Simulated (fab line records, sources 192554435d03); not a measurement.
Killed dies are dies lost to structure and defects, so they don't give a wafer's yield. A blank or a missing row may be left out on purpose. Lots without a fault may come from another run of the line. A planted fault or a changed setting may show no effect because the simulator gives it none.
Which tool did it? | flow n5_finfet | 10 lots, 30 wafers sampled, at 6 steps of a route of 1938

WHAT THE GAUGES READ, wafer by wafer
N5_BEOL_M2_CD_MEAS_11: target cd 16.79 nm.
lot  | measured     | on        | cd_nm (nm)
L981 | day 6 17:19  | cd_sem-01 | 16.67 17.10 16.86
L986 | day 7 20:00  | cd_sem-01 | 17.17 16.91 17.16
L988 | day 8 11:38  | cd_sem-03 | 16.38 16.49 17.12
L989 | day 8 19:40  | cd_sem-01 | 17.01 16.60 16.66
L990 | day 9 12:45  | cd_sem-03 | 16.90 17.06 16.61
L991 | day 9 16:58  | cd_sem-02 | 16.66 16.70 16.91
L996 | day 10 10:59 | cd_sem-03 | 16.52 16.59 16.64
L999 | day 11 03:05 | cd_sem-02 | 17.15 17.29 16.74
L102 | day 12 02:43 | cd_sem-01 | 16.75 17.05 16.96
L103 | day 12 07:01 | cd_sem-03 | 16.72 16.51 16.46

N5_BEOL_M2_OVL_MEAS_12.
lot  | measured     | on         | M2_OVL (nm)
L981 | day 6 17:22  | overlay-01 | 1.3 -0.2 0.0
L986 | day 7 20:02  | overlay-01 | 0.2 0.3 0.7
L988 | day 8 11:40  | overlay-01 | 9.4 9.5 8.7
L989 | day 8 19:42  | overlay-01 | -0.2 0.2 -0.1
L990 | day 9 12:47  | overlay-02 | 0.3 0.3 0.0
L991 | day 9 17:01  | overlay-02 | 8.3 8.5 7.3
L996 | day 10 11:01 | overlay-01 | -1.8 0.1 0.1
L999 | day 11 03:08 | overlay-01 | 0.3 1.0 1.0
L102 | day 12 02:45 | overlay-02 | -0.2 0.0 0.0
L103 | day 12 07:02 | overlay-01 | -0.1 -0.1 0.8

N5_BEOL_M2_INSPECT_13: inspects for defects (brightfield).
lot  | measured     | on                | raw_defect_count
L981 | day 6 17:25  | defect_inspect-02 | 384 554 609
L986 | day 7 20:05  | defect_inspect-01 | 615 663 604
L988 | day 8 11:44  | defect_inspect-02 | 397 432 319
L989 | day 8 19:44  | defect_inspect-01 | 463 414 543
L990 | day 9 12:50  | defect_inspect-02 | 335 328 261
L991 | day 9 17:04  | defect_inspect-02 | 386 393 377
L996 | day 10 11:04 | defect_inspect-02 | 263 478 487
L999 | day 11 03:11 | defect_inspect-01 | 488 330 264
L102 | day 12 02:49 | defect_inspect-01 | 402 485 444
L103 | day 12 07:06 | defect_inspect-01 | 432 376 399

N5_BEOL_M4_RC_MEAS_101.
lot  | measured     | on        | DIBL_N (mV/V)  | DIBL_P (mV/V)  | IOFF_N (nA/um)    | IOFF_P (nA/um) | ION_N (uA/um) | ION_P (uA/um) | SS_N (mV/dec)  | SS_P (mV/dec)  | VT_N (mV)         | VT_P (mV)
L981 | day 7 23:47  | prober-02 | 34.1 34.6 33.9 | 33.9 33.9 33.5 | 0.133 0.134 0.132 | 0.19 0.19 0.19 | 656 662 662   | 460 461 458   | 71.0 71.0 71.2 | 72.6 72.5 71.9 | 250.9 250.6 251.0 | -253 -251 -251
L986 | day 9 13:22  | prober-02 | 33.9 34.0 33.9 | 33.6 33.7 33.1 | 0.131 0.127 0.124 | 0.21 0.20 0.20 | 672 672 668   | 476 470 465   | 71.3 71.7 71.7 | 72.9 72.5 72.6 | 252.0 253.0 250.6 | -247 -248 -248
L988 | day 10 07:44 | prober-02 | 36.9 35.0 33.3 | 35.8 32.7 30.2 | 0.173 0.126 0.109 | 0.23 0.18 0.15 | 685 672 667   | 470 463 459   | 71.2 71.3 70.4 | 73.4 73.2 71.5 | 246.9 252.6 251.0 | -246 -253 -253
L989 | day 11 07:40 | prober-01 | 36.3 36.8 36.4 | 37.0 37.3 37.7 | 0.138 0.147 0.150 | 0.22 0.22 0.22 | 667 666 674   | 464 465 465   | 70.6 71.3 71.2 | 72.6 73.3 73.1 | 252.3 250.6 250.0 | -249 -247 -245
L990 | day 11 06:26 | prober-01 | 37.1 35.9 34.3 | 36.8 35.9 34.1 | 0.153 0.133 0.112 | 0.19 0.18 0.16 | 664 659 663   | 449 456 458   | 71.8 71.8 71.4 | 73.2 73.1 72.6 | 253.2 252.5 255.3 | -255 -252 -252
L991 | day 11 04:04 | prober-01 | 37.0 35.6 37.3 | 35.7 34.9 37.0 | 0.159 0.139 0.179 | 0.23 0.21 0.25 | 670 667 684   | 468 463 477   | 72.1 71.1 71.4 | 72.6 72.8 73.5 | 249.8 251.1 246.8 | -246 -246 -245
L996 | day 12 19:08 | prober-01 | 35.9 34.9 35.6 | 36.6 36.3 36.3 | 0.159 0.158 0.160 | 0.20 0.21 0.20 | 665 678 676   | 456 465 460   | 72.0 70.8 71.3 | 73.6 73.4 73.5 | 249.8 247.3 253.7 | -255 -250 -251
L999 | day 12 23:16 | prober-01 | 35.4 38.2 38.8 | 35.9 39.0 39.3 | 0.148 0.212 0.219 | 0.21 0.28 0.29 | 682 695 686   | 465 480 467   | 70.6 71.5 71.9 | 73.6 73.9 73.8 | 249.6 244.6 246.8 | -249 -244 -241
L102 | day 13 09:31 | prober-02 | 36.4 37.1 34.9 | 36.2 37.2 35.0 | 0.147 0.164 0.129 | 0.24 0.26 0.23 | 668 676 668   | 468 473 471   | 71.5 72.2 71.3 | 73.6 72.9 73.0 | 252.1 247.9 251.7 | -247 -245 -245
L103 | day 13 12:50 | prober-01 | 35.1 36.8 36.6 | 33.8 36.1 35.9 | 0.138 0.174 0.166 | 0.20 0.25 0.23 | 674 677 688   | 470 461 474   | 71.1 72.0 71.8 | 72.7 73.0 73.3 | 249.0 248.0 248.0 | -247 -247 -248

WHICH TOOL RAN EACH LOT (tool, then ch and the chambers of the sampled wafers, then the start)
lot  | N5_BEOL_M2_HM_DEP_02         | N5_BEOL_M2_EXPOSE_08
L981 | pvd_sputter-03, day 6 16:48  | euv_scanner-02 ch 0, day 6 17:12
L986 | pvd_sputter-03, day 7 19:29  | euv_scanner-02 ch 0, day 7 19:52
L988 | pvd_sputter-02, day 8 11:14  | euv_scanner-02 ch 0, day 8 11:31
L989 | pvd_sputter-03, day 8 19:02  | euv_scanner-01 ch 0, day 8 19:32
L990 | pvd_sputter-01, day 9 12:21  | euv_scanner-01 ch 0, day 9 12:37
L991 | pvd_sputter-01, day 9 16:27  | euv_scanner-02 ch 0, day 9 16:51
L996 | pvd_sputter-02, day 10 10:35 | euv_scanner-01 ch 0, day 10 10:51
L999 | pvd_sputter-02, day 11 02:34 | euv_scanner-01 ch 0, day 11 02:59
L102 | pvd_sputter-02, day 12 02:19 | euv_scanner-01 ch 0, day 12 02:35
L103 | pvd_sputter-03, day 12 06:33 | euv_scanner-01 ch 0, day 12 06:53
- N5_BEOL_M2_HM_DEP_02: deposits TiN, target thk 20 nm.
- N5_BEOL_M2_EXPOSE_08: exposes mask M2.

WHAT THE TOOLS THEMSELVES READ (means of the sampled wafers that have a number; where no wafer has one, the mark that the record gives instead)
N5_BEOL_M2_HM_DEP_02.
lot  | tool           | throttle_valve_pct (%)
L981 | pvd_sputter-03 | 29.1
L986 | pvd_sputter-03 | 29.6
L988 | pvd_sputter-02 | 29.9
L989 | pvd_sputter-03 | 30.4
L990 | pvd_sputter-01 | 29.5
L991 | pvd_sputter-01 | 30.2
L996 | pvd_sputter-02 | 30.0
L999 | pvd_sputter-02 | 30.0
L102 | pvd_sputter-02 | 30.0
L103 | pvd_sputter-03 | 29.2

THE ANSWER, worked out from the rows above alone
Rule: what is usual is taken from the lots themselves. Put in order of their means at a reading, lots are off if they are a third of the lots or fewer, leave a main group of 4 or more, and stand apart from it by a gap of 3 or more times the standard deviation of the main group's means; of several such gaps the widest counts. A main group whose means are all the same, to the digits that the tables above print for the reading, isn't used. A lot without any number at a reading at which 4 lots or more have one is off too. The other lots that the step has rows for count as sound. The gauges are gone through in route order, then the tools' own readings, and for those a lot's mean is taken as printed above. The first step at which some lot is off is used, and at that step the reading that is off furthest; a lot without a number counts as furthest.
Off: L988, L991, at N5_BEOL_M2_OVL_MEAS_12 (M2_OVL). The main group: mean 0.2 nm, standard deviation 0.36.
A tool fits if, at a process step before that reading, it ran every lot that is off, and no sound lot after the first of them. The gauges at N5_BEOL_M2_OVL_MEAS_12 are tried like those tools. One fits: euv_scanner-02 at N5_BEOL_M2_EXPOSE_08. Its last sound lot is L986 (day 7 19:52), its first lot that is off L988 (day 8 11:31): a fault that began between those two fits.

WHAT THE SIMULATOR HAD PUT IN
Scanner matching overlay: euv_scanner-02, from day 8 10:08 on, at N5_BEOL_M2_EXPOSE_08. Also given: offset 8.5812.
Lots struck among those shown: L988, L991. The rule above found the same.
